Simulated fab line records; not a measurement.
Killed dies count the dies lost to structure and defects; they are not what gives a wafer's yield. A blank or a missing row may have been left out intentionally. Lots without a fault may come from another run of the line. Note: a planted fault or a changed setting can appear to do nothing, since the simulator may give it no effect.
Chamber matching | flow n5Finfet | N5_BEOL_M15_DESCUM_15 on rieDiel-05: 3 sister chambers
The step chemistry O2, time 7.9 s. 3 wafers are shown with their chamber, then 7 later ones without.

WAFERS PAIRED WITH THEIR CHAMBERS
wafer  | chamber | throttleValvePct (%)
L077.4 | 3       | 20.78
L085.4 | 2       | 20.31
L085.5 | 1       | 20.29

WAFERS WITHOUT THEIR CHAMBER
wafer  | throttleValvePct (%)
L086.2 | 20.33
L086.5 | 20.83
L090.3 | 20.30
L090.5 | 20.34
L090.6 | 20.28
L096.1 | 20.32
L096.2 | 20.84

THE CHAMBER EACH PASSED THROUGH
wafer  | from the rows above     | in truth
L086.2 | can't be placed: 2 or 1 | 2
L086.5 | 3                       | 3
L090.3 | can't be placed: 2 or 1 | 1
L090.5 | can't be placed: 2 or 1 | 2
L090.6 | can't be placed: 1 or 2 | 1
L096.1 | can't be placed: 2 or 1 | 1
L096.2 | 3                       | 3
Placed correctly: 2 of 7. Unplaceable from these rows: 5, with the true chamber sitting among the candidates in 5. Number placed wrongly: 0.
How it was worked out, from the rows above alone: a wafer's distance from a chamber is the root of the sum, over the readings, of the square of ((its reading less the chamber's mean) divided by the reading's scatter). The wafer belongs to the nearest chamber; if the next one is less than 2 further off, it can't be placed. The mean given for a chamber averages the wafers shown for that chamber. The scatter (one wafer shown for each chamber): square how far every hidden wafer sits from the nearest shown wafer, average those squares and take the square root.
